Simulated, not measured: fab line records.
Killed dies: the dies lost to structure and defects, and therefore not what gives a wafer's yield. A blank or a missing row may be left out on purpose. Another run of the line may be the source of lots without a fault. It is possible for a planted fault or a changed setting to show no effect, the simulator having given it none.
fab line records	flow nandHarc
record: lots: 7	wafers: 21	lastDay: 31
route steps=1302 shown A_M1@1188 A_BONDPAD@1202 END@1302
lots with no fault: from the same line, run without faults
startH: start of the lot's first displayed wafer, in hours after the record's first day	waitH: how many hours have passed since the lot's step before this one	" unchanged from the row above	L1.1+2: one row covering several wafers at once	- no value present, or no start provided	* or withheld: withheld	< > ~ a bound
route shown NAME@n: a module of which the file shows steps, and the number in the route of the first	usual: mean and standard deviation over wafers with no fault	same: alike in all rows	chamber/n: place in a boat	sites: each site's reading	_std_site: standard deviation of those values	_edge_site: outer sites' mean less inner sites'	radiusMm: how far each site lies from the wafer's centre	mask NAME#n: copy n	behind: the tool/chamber that last shaped the wafer	hold: cause of the lot's hold/its duration in hours/its outcome	device: the transistor (n, p or np) that didn't switch	end of line: the same wafers' tests at the end of the route	a step given without rows: its recipe and nothing more	killed: dies that structure and defects cost at the first sort, which is not the same as the wafer's yield	map: per-die view of a wafer (x killed, . not killed, _ where there is no die)
set.NAME: the setting that was run; set.NAME@STEP: the one run at that earlier step	model.NAME: the simulator's own value behind a step, which no gauge read
a table for each step, a row for each wafer; lots at some steps of the route
services: a tool's chamber out of use, with start hour (startH, from the record's first day; less than 0 if before it), hours out, and reason
== steps ==
step: NHARC_A_M1_STRIP_19
recipe: timeS: 600	tempC: 30	chemistry: postEtchResidueRemover
step: NHARC_A_M1_DEGAS_29
recipe: tempC: 250	timeS: 60
step: NHARC_A_M1_PRE_CLEAN_30
recipe: timeS: 30	tempC: 280	gas: H2/He
step: NHARC_A_M1_PVD_20
recipe: targetThkA: 50	biasV: 168.6	powerW: 15000	chamberPressurePa: 0.12	timeS: 8.06	substrateTempC: 50	material: TaN
step: NHARC_A_M1_PVD_21
recipe: targetThkA: 300	chamberPressurePa: 5	powerW: 5000	substrateTempC: 30	timeS: 20.49	material: Cu
step: NHARC_A_M1_ECD_22
recipe: targetThkA: 4000	bathTempC: 25	material: Cu
step: NHARC_A_M1_ANNEAL_31
recipe: tempC: 225	timeS: 90
step: NHARC_A_M1_CMP_23
recipe: tOverpolishS: 20	targetThkNm: 154.34
usual: edgeZonePressureFrac: 1.001/0.0047	motorCurrentA: 11.8/1.3	timeToEndpointS: 29.0/2.3
lot.wafer	tool	chamber	startH	waitH	edgeZonePressureFrac	motorCurrentA	timeToEndpointS
L967.3	cmp-04	0	577.52	-	0.998	11.4	31.7
L967.2	"	3	"	"	1.002	10.3	26.8
L967.5	"	1	"	"	0.998	11.6	29.1
L971.2	cmp-01	2	608.81	-	0.998	11.3	26.3
L971.1	"	1	"	"	1.000	13.7	29.3
L971.5	"	2	"	"	1.002	11.3	30.2
L973.2	cmp-01	0	621.38	-	1.000	12.4	26.8
L973.5	"	3	"	"	1.000	11.2	27.5
L973.6	"	0	"	"	1.008	12.4	25.8
L975.4	cmp-01	1	643.96	-	0.995	13.9	29.0
L975.3	"	2	"	"	0.997	10.6	28.6
L975.5	"	3	"	"	0.999	10.5	30.2
L977.4	cmp-01	0	675.64	-	1.000	13.2	29.5
L977.3	"	1	"	"	1.001	13.6	28.4
L977.5	"	3	"	"	0.992	11.0	25.3
L981.4	cmp-02	0	715.41	-	1.002	13.5	28.9
L981.3	"	1	"	"	1.000	13.2	28.3
L981.6	"	0	"	"	1.006	13.8	33.1
L982.3	cmp-02	1	717.92	-	1.002	13.4	28.7
L982.2	"	2	"	"	0.996	13.6	28.5
L982.6	"	0	"	"	1.001	14.4	30.8
step: NHARC_A_M1_THK_MEAS_24
recipe: thkMeasGauge: xrf
usual: thkNm: 154.5/1.4
lot.wafer	tool	chamber	startH	waitH	thkNm
L967.2	filmMetro-02	-	577.84	-	155.3
L967.3	"	-	"	"	157.0
L967.5	"	-	"	"	156.2
L971.1	filmMetro-02	-	609.12	-	153.2
L971.2	"	-	"	"	154.1
L971.5	"	-	"	"	154.7
L973.2	filmMetro-01	-	621.67	-	154.2
L973.5	"	-	"	"	154.6
L973.6	"	-	"	"	153.4
L975.3	filmMetro-02	-	644.22	-	155.7
L975.4	"	-	"	"	152.9
L975.5	"	-	"	"	154.2
L977.3	filmMetro-01	-	675.90	-	155.0
L977.4	"	-	"	"	155.3
L977.5	"	-	"	"	152.0
L981.3	filmMetro-02	-	715.69	-	156.1
L981.4	"	-	"	"	156.0
L981.6	"	-	"	"	153.8
L982.2	filmMetro-01	-	718.18	-	154.8
L982.3	"	-	"	"	154.3
L982.6	"	-	"	"	154.7
step: NHARC_A_M1_SRD_25
step: NHARC_A_M1_INSPECT_27
usual: rawDefectCount: 536/110
lot.wafer	tool	chamber	startH	waitH	rawDefectCount
L967.2	defectInspect-01	-	577.99	0.0	893
L967.3	"	-	"	"	676
L967.5	"	-	"	"	629
L971.1	defectInspect-01	-	609.28	0.0	471
L971.2	"	-	"	"	435
L971.5	"	-	"	"	445
L973.2	defectInspect-02	-	621.82	0.0	650
L973.5	"	-	"	"	589
L973.6	"	-	"	"	501
L975.3	defectInspect-02	-	644.38	0.0	483
L975.4	"	-	"	"	609
L975.5	"	-	"	"	429
L977.3	defectInspect-01	-	676.06	0.0	517
L977.4	"	-	"	"	502
L977.5	"	-	"	"	497
L981.3	defectInspect-01	-	715.85	0.0	748
L981.4	"	-	"	"	811
L981.6	"	-	"	"	500
L982.2	defectInspect-02	-	718.34	0.0	404
L982.3	"	-	"	"	448
L982.6	"	-	"	"	518
step: NHARC_A_M1_PRE_CLEAN_32
recipe: timeS: 12	tempC: 370	rfPowerW: 300	gas: NH3
usual: heaterPowerW: 596/66	susceptorTempC: 369.99/0.22
lot.wafer	tool	chamber	startH	waitH	heaterPowerW	susceptorTempC
L967.2	pecvd-04	1	578.06	0.1	634	370.19
L967.3	"	0	"	"	577	370.04
L967.5	"	2	"	"	574	369.85
L971.1	pecvd-04	2	609.35	0.1	551	369.98
L971.2	"	0	"	"	599	369.92
L971.5	"	0	"	"	615	370.33
L973.2	pecvd-04	1	621.89	0.1	634	369.96
L973.5	"	2	"	"	580	369.81
L973.6	"	0	"	"	549	369.59
L975.3	pecvd-04	1	644.47	0.1	588	369.65
L975.5	"	0	"	"	533	369.98
L975.4	"	1	"	"	583	369.91
L977.3	pecvd-03	1	676.15	0.1	586	370.14
L977.4	"	0	"	"	697	370.21
L977.5	"	1	"	"	589	370.18
L981.3	pecvd-03	2	715.94	0.1	689	370.04
L981.4	"	0	"	"	713	370.09
L981.6	"	1	"	"	589	370.27
L982.3	pecvd-02	2	718.40	0.1	546	369.87
L982.2	"	1	"	"	554	369.89
L982.6	"	0	"	"	603	369.61
step: NHARC_A_M1_DEP_33
recipe: targetThkA: 300	tempC: 370	targetThkNm: 30	pressureTorr: 3	flowSccm: 200	rfW: 450	material: SiCN
step: NHARC_A_BONDPAD_DEP_00
recipe: targetThkA: 2500	tempC: 370	targetThkNm: 250	pressureTorr: 3	flowSccm: 200	rfW: 450	material: SiCN
usual: heaterPowerW: 538/64	susceptorTempC: 370.00/0.22
lot.wafer	tool	chamber	startH	waitH	heaterPowerW	susceptorTempC
L967.2	pecvd-02	2	578.69	-	455	369.88
L967.3	"	1	"	"	534	370.32
L967.5	"	0	"	"	621	370.27
L971.2	pecvd-01	0	610.00	-	592	370.11
L971.1	"	2	"	"	584	370.02
L971.5	"	0	"	"	594	370.15
L973.2	pecvd-01	1	622.62	-	568	369.97
L973.5	"	2	"	"	566	370.34
L973.6	"	0	"	"	468	369.78
L975.3	pecvd-01	1	645.07	-	519	369.88
L975.4	"	2	"	"	545	370.00
L975.5	"	0	"	"	482	369.60
L977.3	pecvd-02	2	676.75	-	506	370.01
L977.4	"	0	"	"	593	370.13
L977.5	"	1	"	"	468	369.77
L981.3	pecvd-02	2	716.55	-	483	370.04
L981.6	"	2	"	"	500	369.84
L981.4	"	1	"	"	484	370.22
L982.3	pecvd-01	2	719.04	-	493	370.10
L982.2	"	1	"	"	503	369.95
L982.6	"	0	"	"	549	369.93
step: NHARC_A_BONDPAD_CMP_29
recipe: targetThkNm: 200	material: SiCN
step: NHARC_A_BONDPAD_THK_MEAS_30
recipe: thkMeasGauge: ellipsometry
usual: thkNm: 200.4/1.3
lot.wafer	tool	chamber	startH	waitH	thkNm
L967.2	filmMetro-02	-	579.35	0.2	199.9
L967.3	"	-	"	"	200.6
L967.5	"	-	"	"	200.9
L971.1	filmMetro-02	-	610.66	0.2	199.9
L971.2	"	-	"	"	200.7
L971.5	"	-	"	"	200.5
L973.2	filmMetro-01	-	623.19	0.2	198.8
L973.5	"	-	"	"	200.6
L973.6	"	-	"	"	202.3
L975.3	filmMetro-02	-	645.73	0.2	197.2
L975.4	"	-	"	"	200.1
L975.5	"	-	"	"	198.9
L977.3	filmMetro-01	-	677.41	0.2	201.6
L977.4	"	-	"	"	199.7
L977.5	"	-	"	"	199.4
L981.3	filmMetro-01	-	717.20	0.2	199.6
L981.4	"	-	"	"	198.5
L981.6	"	-	"	"	199.7
L982.2	filmMetro-02	-	719.70	0.2	200.2
L982.3	"	-	"	"	197.6
L982.6	"	-	"	"	201.0
step: NHARC_A_BONDPAD_SRD_31
step: NHARC_A_BONDPAD_DEHYDRATE_01
recipe: tempC: 150	timeS: 120
step: NHARC_A_BONDPAD_HMDS_02
recipe: timeS: 30
step: NHARC_A_BONDPAD_COAT_33
recipe: tempC: 200	timeS: 65
step: NHARC_A_BONDPAD_COAT_03
recipe: spinRpm: 2000	resistThkNm: 600
step: NHARC_A_BONDPAD_SOFTBAKE_04
recipe: tempC: 125	timeS: 70
step: NHARC_A_BONDPAD_EBR_05
step: NHARC_A_BONDPAD_EXPOSE_06
recipe: na: 0.55	doseMj: 36.99	maskId: A_BPAD
step: NHARC_A_BONDPAD_PEB_07
recipe: pebTempC: 128	pebTimeS: 80
step: NHARC_A_BONDPAD_DEVELOP_08
recipe: timeS: 50	devTempC: 22
step: NHARC_A_BONDPAD_CD_MEAS_09
recipe: targetCdNm: 500	landingEnergyEv: 500
usual: cdNm: 499.9/1.3
lot.wafer	tool	chamber	startH	waitH	cdNm
L967.2	cdSem-02	0	579.79	-	500.3
L967.3	"	0	"	"	500.1
L967.5	"	0	"	"	502.3
L971.1	cdSem-02	0	611.22	-	500.6
L971.2	"	0	"	"	503.2
L971.5	"	0	"	"	500.0
L973.2	cdSem-02	0	623.63	-	500.2
L973.5	"	0	"	"	499.7
L973.6	"	0	"	"	499.1
L975.3	cdSem-03	0	646.17	-	499.7
L975.4	"	0	"	"	500.8
L975.5	"	0	"	"	500.2
L977.3	cdSem-02	0	677.98	-	500.2
L977.4	"	0	"	"	499.7
L977.5	"	0	"	"	499.2
L981.3	cdSem-02	0	717.77	-	500.0
L981.4	"	0	"	"	499.6
L981.6	"	0	"	"	501.5
L982.2	cdSem-03	0	720.15	-	500.3
L982.3	"	0	"	"	498.9
L982.6	"	0	"	"	500.1
step: NHARC_A_BONDPAD_OVL_MEAS_35
usual: overlayXNm: 2/7.2	overlayYNm: 0/5.4
lot.wafer	tool	chamber	startH	waitH	overlayXNm	overlayYNm
L967.2	overlay-01	-	579.88	-	6	-10
L967.3	"	-	"	"	7	-10
L967.5	"	-	"	"	6	-10
L971.1	overlay-02	-	611.31	-	-5	-4
L971.2	"	-	"	"	-5	-4
L971.5	"	-	"	"	-6	-4
L973.2	overlay-02	-	623.72	-	10	-3
L973.5	"	-	"	"	10	-3
L973.6	"	-	"	"	10	-3
L975.3	overlay-01	-	646.26	-	1	0
L975.4	"	-	"	"	2	1
L975.5	"	-	"	"	1	1
L977.3	overlay-01	-	678.06	-	-1	-6
L977.4	"	-	"	"	-1	-6
L977.5	"	-	"	"	-1	-6
L981.3	overlay-02	-	717.85	-	9	-6
L981.4	"	-	"	"	9	-6
L981.6	"	-	"	"	8	-6
L982.2	overlay-01	-	720.23	-	9	6
L982.3	"	-	"	"	9	6
L982.6	"	-	"	"	8	5
step: NHARC_A_BONDPAD_HARDBAKE_10
recipe: tempC: 118	timeS: 65
step: NHARC_A_BONDPAD_DESCUM_11
recipe: timeS: 3	o2FlowSccm: 200	arFlowSccm: 0	biasPowerW: 0	chemistry: O2
step: NHARC_A_BONDPAD_ETCH_34
recipe: targetDepthA: 600	overetchA: 180	timeS: 65.91	ionEnergyEv: 200	n2FlowSccm: 150	h2FlowSccm: 150	arFlowSccm: 0	rfW: 400	biasW: 150	chemistry: N2/H2
step: NHARC_A_BONDPAD_ETCH_12
recipe: targetDepthA: 2200	timeS: 110	chf3FlowSccm: 50	o2FlowSccm: 10	arFlowSccm: 200	rfW: 500	biasW: 200	chemistry: CHF3/O2
step: NHARC_A_BONDPAD_CD_MEAS_13
usual: cdNm: 499.3/1.5
lot.wafer	tool	chamber	startH	waitH	cdNm
L967.2	cdSem-02	-	580.32	-	498.5
L967.3	"	-	"	"	500.2
L967.5	"	-	"	"	502.2
L971.1	cdSem-01	-	611.75	-	500.2
L971.2	"	-	"	"	503.5
L971.5	"	-	"	"	499.8
L973.2	cdSem-02	-	624.16	-	500.4
L973.5	"	-	"	"	499.0
L973.6	"	-	"	"	498.0
L975.3	cdSem-01	-	646.70	-	498.4
L975.4	"	-	"	"	500.0
L975.5	"	-	"	"	499.4
L977.3	cdSem-02	-	678.50	-	499.4
L977.4	"	-	"	"	498.5
L977.5	"	-	"	"	497.9
L981.3	cdSem-03	-	718.31	-	498.6
L981.4	"	-	"	"	498.4
L981.6	"	-	"	"	500.3
L982.2	cdSem-02	-	720.68	-	499.2
L982.3	"	-	"	"	499.1
L982.6	"	-	"	"	500.2
step: NHARC_A_BONDPAD_STRIP_15
recipe: o2FlowSccm: 500	arFlowSccm: 0	biasW: 0	chemistry: O2
step: NHARC_A_BONDPAD_ETCH_24
recipe: targetDepthA: 300	overEtchFrac: 0.3	timeS: 72.99	ionEnergyEv: 150	cf4FlowSccm: 50	n2FlowSccm: 100	arFlowSccm: 150	rfW: 300	biasW: 100	chemistry: CF4/N2
usual: drypumpMotorCurrentA: 5.5/0.32	mfcArSccm: 150.1/0.44	oesProductAu: 1.002/0.0093	rfVppV: 314.7/1.9	showerheadPlenumPTorr: 2.65/0.1	throttleValvePct: 19.793/0.0087
lot.wafer	tool	chamber	startH	waitH	drypumpMotorCurrentA	mfcArSccm	oesProductAu	rfHoursCounterH	rfVppV	showerheadPlenumPTorr	throttleValvePct
L967.2	rieDiel-13	1	-	-	5.4	150.7	0.998	2	316.5	2.79	19.794
L967.3	"	3	"	"	5.7	150.0	0.992	2	316.2	2.78	19.790
L967.5	"	0	"	"	6.0	150.6	1.007	-	315.3	2.67	19.789
L971.2	rieDiel-07	1	-	-	5.4	150.1	1.002	19	313.5	2.55	19.788
L971.1	"	0	"	"	5.8	150.6	1.005	21	311.9	2.50	19.790
L971.5	"	1	"	"	5.3	149.7	1.014	-	313.0	2.55	19.794
L973.2	rieDiel-07	3	-	-	5.3	150.0	1.011	24	313.1	2.60	19.811
L973.5	"	3	"	"	5.3	150.7	1.000	-	315.0	2.60	19.802
L973.6	"	0	"	"	5.8	150.1	0.999	-	311.0	2.50	19.799
L975.4	rieDiel-13	0	-	-	6.0	149.7	0.999	3	315.1	2.67	19.806
L975.3	"	1	"	"	5.4	150.4	0.995	3	316.5	2.79	19.807
L975.5	"	0	"	"	6.0	149.1	1.005	-	315.1	2.67	19.819
L977.3	rieDiel-13	1	-	-	5.4	150.1	0.998	5	316.5	2.79	19.803
L977.4	"	2	"	"	5.1	150.3	0.998	5	313.4	2.57	19.806
L977.5	"	1	"	"	5.4	149.6	0.994	-	318.0	2.79	19.797
L981.3	rieDiel-13	3	-	-	5.8	150.9	1.003	0	317.3	2.78	19.791
L981.4	"	1	"	"	5.4	149.9	1.008	0	317.7	2.79	19.791
L981.6	"	0	"	"	6.0	149.2	1.000	-	313.4	2.67	19.800
L982.2	rieDiel-13	0	-	-	6.0	150.5	0.998	0	315.1	2.67	19.794
L982.3	"	3	"	"	5.8	150.5	0.986	0	316.5	2.78	19.802
L982.6	"	1	"	"	5.4	149.9	0.994	-	317.8	2.79	19.783
step: NHARC_A_BONDPAD_STRIP_16
recipe: timeS: 600	tempC: 30	chemistry: postEtchResidueRemover
step: NHARC_A_BONDPAD_DEGAS_25
recipe: tempC: 300	timeS: 60
usual: heaterPowerW: 482/51	susceptorTempC: 300.02/0.19
lot.wafer	tool	chamber	startH	waitH	heaterPowerW	susceptorTempC
L967.3	pvdSputter-02	-	580.96	-	504	299.87
L967.2	"	-	"	"	475	300.02
L967.5	"	-	"	"	544	300.03
L971.2	pvdSputter-01	-	612.38	-	418	-
L971.1	"	-	"	"	592	-
L971.5	"	-	"	"	409	-
L973.2	pvdSputter-03	-	624.79	-	441	300.00
L973.5	"	-	"	"	496	299.90
L973.6	"	-	"	"	450	300.22
L975.3	pvdSputter-03	-	647.32	-	458	300.12
L975.4	"	-	"	"	444	300.37
L975.5	"	-	"	"	477	299.79
L977.4	pvdSputter-02	-	679.13	-	417	300.28
L977.3	"	-	"	"	497	300.54
L977.5	"	-	"	"	465	300.12
L981.3	pvdSputter-03	-	718.93	-	434	300.00
L981.4	"	-	"	"	538	300.08
L981.6	"	-	"	"	428	300.03
L982.3	pvdSputter-02	-	721.30	-	535	300.00
L982.2	"	-	"	"	465	299.80
L982.6	"	-	"	"	415	299.86
step: NHARC_A_BONDPAD_PRE_CLEAN_26
recipe: timeS: 30	tempC: 280	gas: H2/He
step: NHARC_A_BONDPAD_PVD_17
recipe: targetThkA: 50	biasV: 168.6	powerW: 15000	chamberPressurePa: 0.12	timeS: 8.06	substrateTempC: 50	material: TaN
usual: chamberPressurePa: 0.11996/0.00027	throttleValvePct: 29.9/1.1
lot.wafer	tool	chamber	startH	waitH	chamberPressurePa	throttleValvePct
L967.3	pvdSputter-02	-	-	-	0.1198	31.8
L967.2	"	-	"	"	0.12021	30.2
L967.5	"	-	"	"	0.12061	30.1
L971.1	pvdSputter-01	-	-	-	0.12012	30.0
L971.2	"	-	"	"	0.11959	28.6
L971.5	"	-	"	"	0.11989	30.3
L973.2	pvdSputter-03	-	-	-	0.11986	29.4
L973.5	"	-	"	"	0.12028	30.6
L973.6	"	-	"	"	0.11978	28.6
L975.3	pvdSputter-03	-	-	-	0.12027	30.8
L975.4	"	-	"	"	0.11994	29.8
L975.5	"	-	"	"	0.12023	31.2
L977.4	pvdSputter-02	-	-	-	0.11958	32.1
L977.3	"	-	"	"	0.11985	30.3
L977.5	"	-	"	"	0.12006	30.3
L981.3	pvdSputter-03	-	-	-	0.12011	29.0
L981.4	"	-	"	"	0.12035	29.9
L981.6	"	-	"	"	0.12029	29.7
L982.2	pvdSputter-02	-	-	-	0.12001	31.7
L982.3	"	-	"	"	0.12043	28.8
L982.6	"	-	"	"	0.12021	29.5
step: NHARC_A_BONDPAD_PVD_27
recipe: targetThkA: 300	chamberPressurePa: 5	powerW: 5000	substrateTempC: 30	timeS: 20.49	material: Cu
step: NHARC_A_BONDPAD_ECD_18
recipe: targetThkA: 4000	bathTempC: 25	material: Cu
step: NHARC_END_SORT_01
recipe: tempC: 25
usual: defectLimitedYield: 91/3	killedAtArray: 56/20	killedAtOther: 1/1.3	killedAtPeriphery: 3.5/2.7	killedDies: 60/20	killedOpen: 3.3/1.6	killedShort: 2.4/1.5
same: grossDies: 677
lot.wafer	tool	chamber	startH	waitH	defectLimitedYield[%]	killedAtArray	killedAtOther	killedAtPeriphery	killedDies	killedOpen	killedShort
L967.2	prober-02	0	611.27	2.8	92	53	0	2	55	0	3
L967.3	prober-02	0	612.07	3.1	95	31	0	1	32	1	1
L967.5	prober-02	0	613.66	3.7	96	27	0	1	28	1	2
L971.2	prober-02	0	648.04	2.8	81	129	0	3	132	2	1
L971.5	prober-02	0	650.45	3.7	83	112	0	3	115	1	3
L973.5	prober-01	0	658.45	3.7	92	48	2	3	53	1	5
L973.6	prober-01	0	659.26	4.1	81	129	0	2	131	2	1
L975.5	prober-01	0	680.75	3.7	76	151	1	8	160	4	0
L977.3	prober-02	0	712.73	3.1	94	34	1	3	38	4	3
L981.3	prober-01	0	750.28	3.1	89	71	1	0	72	5	2
L981.4	prober-01	0	751.09	3.4	89	68	4	1	73	1	3
L981.6	prober-01	0	752.69	4.0	88	82	1	0	83	5	1
killed by level:class
L967.2 A_CHANNEL_HOLE_D2:chamberFilmFlake=25 A_CHANNEL_HOLE_D1:chamberFilmFlake=20 A_DECK1_JOINT:chamberFilmFlake=2 A_CHANNEL_HOLE_D1:geometricParticle:short=1 A_CHANNEL_FILL_D1:geometricParticle:short=1 A_M0:geometricParticle:short=1 P_GATE:chamberFilmFlake=1 P_M0:chamberFilmFlake=1
L967.3 A_CHANNEL_HOLE_D1:chamberFilmFlake=14 A_CHANNEL_HOLE_D2:chamberFilmFlake=10 A_CHANNEL_FILL_D1:chamberFilmFlake=3 A_CONTACT:chamberFilmFlake=2 P_CONTACT:geometricParticle:open=1 A_ONON_D1:geometricParticle:short=1 A_STAIRCASE:chamberFilmFlake=1
L967.5 A_CHANNEL_HOLE_D2:chamberFilmFlake=9 A_CHANNEL_HOLE_D1:chamberFilmFlake=9 A_CHANNEL_FILL_D1:chamberFilmFlake=3 A_CONTACT:chamberFilmFlake=2 P_GATE:geometricParticle:open=1 A_CHANNEL_FILL_D1:geometricParticle:short=1 A_CHANNEL_HOLE_D2:geometricParticle:short=1 A_STAIRCASE:chamberFilmFlake=1
L971.2 A_M1:unspecified=72 A_SLIT:chamberFilmFlake=24 A_CHANNEL_HOLE_D2:chamberFilmFlake=19 A_CHANNEL_HOLE_D1:chamberFilmFlake=4 P_BONDPAD:chamberFilmFlake=3 A_CONTACT:chamberFilmFlake=3 A_STAIRCASE:chamberFilmFlake=2 A_WL_FILL:chamberFilmFlake=2
L971.5 A_M1:unspecified=65 A_SLIT:chamberFilmFlake=25 A_CHANNEL_HOLE_D2:chamberFilmFlake=9 P_BONDPAD:chamberFilmFlake=3 A_CHANNEL_FILL_D1:chamberFilmFlake=3 A_CHANNEL_HOLE_D1:chamberFilmFlake=2 A_CHANNEL_HOLE_D1:geometricParticle:short=1 A_CHANNEL_FILL_D1:geometricParticle:short=1
L973.5 A_CHANNEL_HOLE_D2:chamberFilmFlake=20 A_CHANNEL_HOLE_D1:chamberFilmFlake=19 A_SGD_CUT:geometricParticle:short=2 A_STAIRCASE:chamberFilmFlake=2 THIN_TSV:chamberFilmFlake=2 P_M1:geometricParticle:short=1 A_CHANNEL_HOLE_D1:geometricParticle:open=1 A_ONON_D2:geometricParticle:short=1
L973.6 A_M1:unspecified=70 A_CHANNEL_HOLE_D1:chamberFilmFlake=33 A_CHANNEL_HOLE_D2:chamberFilmFlake=21 A_STAIRCASE:chamberFilmFlake=2 P_GATE:geometricParticle:open=1 A_ONON_D1:geometricParticle:short=1 A_M0:geometricParticle:open=1 P_STI:chamberFilmFlake=1
L975.5 A_M1:unspecified=70 A_CHANNEL_HOLE_D1:chamberFilmFlake=31 A_SLIT:chamberFilmFlake=28 A_CHANNEL_HOLE_D2:chamberFilmFlake=14 P_BONDPAD:chamberFilmFlake=5 A_STAIRCASE:chamberFilmFlake=2 A_ONON_D2:geometricParticle:open=1 A_CHANNEL_FILL_D2:geometricParticle:open=1
L977.3 A_CHANNEL_HOLE_D1:chamberFilmFlake=17 A_STAIRCASE:chamberFilmFlake=4 A_CONTACT:chamberFilmFlake=3 A_M1:chamberFilmFlake=3 P_GATE:chamberFilmFlake=2 P_M0:geometricParticle:open=1 A_SOURCE_PLATE:geometricParticle:open=1 A_CHANNEL_FILL_D1:geometricParticle:short=1
L981.3 A_SLIT:chamberFilmFlake=23 A_CHANNEL_HOLE_D2:chamberFilmFlake=16 A_CHANNEL_HOLE_D1:chamberFilmFlake=11 A_CONTACT:chamberFilmFlake=8 A_CHANNEL_FILL_D1:chamberFilmFlake=4 A_DECK1_JOINT:geometricParticle:open=2 A_CHANNEL_FILL_D2:geometricParticle:open=2 A_CHANNEL_FILL_D1:geometricParticle:open=1
L981.4 A_SLIT:chamberFilmFlake=28 A_CHANNEL_HOLE_D2:chamberFilmFlake=24 A_CHANNEL_HOLE_D1:chamberFilmFlake=7 A_CONTACT:chamberFilmFlake=4 THIN_TSV:chamberFilmFlake=3 A_STAIRCASE:chamberFilmFlake=2 P_M0:geometricParticle:short=1 A_ONON_D1:geometricParticle:short=1
L981.6 A_SLIT:chamberFilmFlake=32 A_CHANNEL_HOLE_D2:chamberFilmFlake=27 A_CHANNEL_HOLE_D1:chamberFilmFlake=9 A_CHANNEL_FILL_D1:chamberFilmFlake=3 A_CONTACT:chamberFilmFlake=3 A_ONON_D2:geometricParticle:open=2 A_ONON_D1:geometricParticle:open=1 A_CHANNEL_HOLE_D1:geometricParticle:open=1
map L971.2 (x killed, . not)
____________.____________
_________..x...._________
_______...x.....x._______
______.............______
_____.........x....._____
____.............x.x.____
____.................____
___...................___
___x..................___
__.....................__
__.....................__
_...................x..._
_......................._
_......................._
_......................._
_......................._
.................xx......
......x..........x.x.x...
......xxx........x.xxx...
....xxxxxx.x.......x.xx..
....xxxxxx.........x.....
_...xxxxx.x.......xx.x.._
_.xxxxxxxxx.x....x......_
_x..xxxxx.x......xxx.x.._
_..xxxxxxx.x.....xx...x._
_.x.xxxxxxx.....xx......_
__.xxxxx.xx...xx.x.x...__
__..x.xxx....xxxxxxx...__
___..xxx........xx....___
___.....xx......xxx...___
____x...........x.x..____
____...........x.xx..____
_____..xx..........._____
______.....x.......______
_______..x........_______
_________......._________
____________.____________
map L973.6 (x killed, . not)
____________.____________
_________......._________
_______..........._______
______.............______
_____..............._____
____.........x.......____
____.................____
___...................___
___...................___
__..........x..x.......__
__............x........__
_...............xx......_
_.............x.x......._
_............xx..xx....._
_............xxxxxx....._
_.........x..x.xxxx....._
.............xxxx........
.....x..xx..xxxx.x..x....
.....xx.xx.....xx...x....
....xxxxxx..x.xxx.xx..x..
....x.xxx.x.......xxx.x..
_..xxxxxxxx........xxx.._
_..xxxxxxx.........xx..._
_..xxxxxxxx......x....x._
_..xxxxxxx.........x.x.._
_..xxxxxx.xx............_
__x.xxxxx..............__
__..xxxx.xx............__
___...xx..............___
___..xx...............___
____.................____
____.................____
_____..........x...._____
______.............______
_______..........._______
_________x......_________
____________.____________
== services ==
tool	chamber	startH	hours	kind
pecvd-04	-	570.54	0.8	repair
cmp-02	-	573.78	2.1	repair
pvdSputter-02	-	580.06	0.6	repair
pvdSputter-01	-	582.00	10.0	pm
pecvd-02	-	589.33	13.0	pm
cmp-01	-	596.06	4.0	pm
pvdSputter-01	-	610.30	1.8	repair
cmp-02	-	622.93	2.2	repair
pecvd-04	0	624.45	11.9	repair
rieDiel-13	-	624.81	1.8	repair
cmp-02	-	625.85	4.0	pm
pecvd-04	-	631.25	13.0	pm
rieDiel-07	3	631.26	12.1	repair
pvdSputter-02	-	638.00	10.0	pm
pecvd-02	2	646.45	1.9	repair
rieDiel-07	-	648.29	9.0	pm
rieDiel-13	0	669.88	7.9	repair
pvdSputter-01	-	672.41	1.4	repair
pecvd-01	-	673.36	13.0	pm
pecvd-04	-	691.37	2.5	repair
cmp-01	-	694.06	4.0	pm
rieDiel-13	-	696.00	9.0	pm
pvdSputter-03	-	704.00	10.0	pm
cmp-02	-	709.46	1.2	repair
== key ==
firstSign: step: NHARC_END_SORT_01	reading: killedAtArray	direction: up	sigmas: 3.8	usual: 56	struck: 130
effect: step: NHARC_END_SORT_01	reading: killedDies	direction: up	sigmas: 3.6	usual: 60	struck: 134
moreKillsBornAt: NHARC_A_M1_PRE_CLEAN_32@pecvd-04: 277
metAt NHARC_A_M1_PRE_CLEAN_32
struckWafers L971.2,L971.5,L973.6,L975.5
onsetBetween 578.06 609.35
fault: kind: chamberParticleSource	tool: pecvd-04	chamber: 0	onsetH: 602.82	steps: NHARC_A_M1_PRE_CLEAN_32	ratePerVisitCm2: 0.40312	endH: 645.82
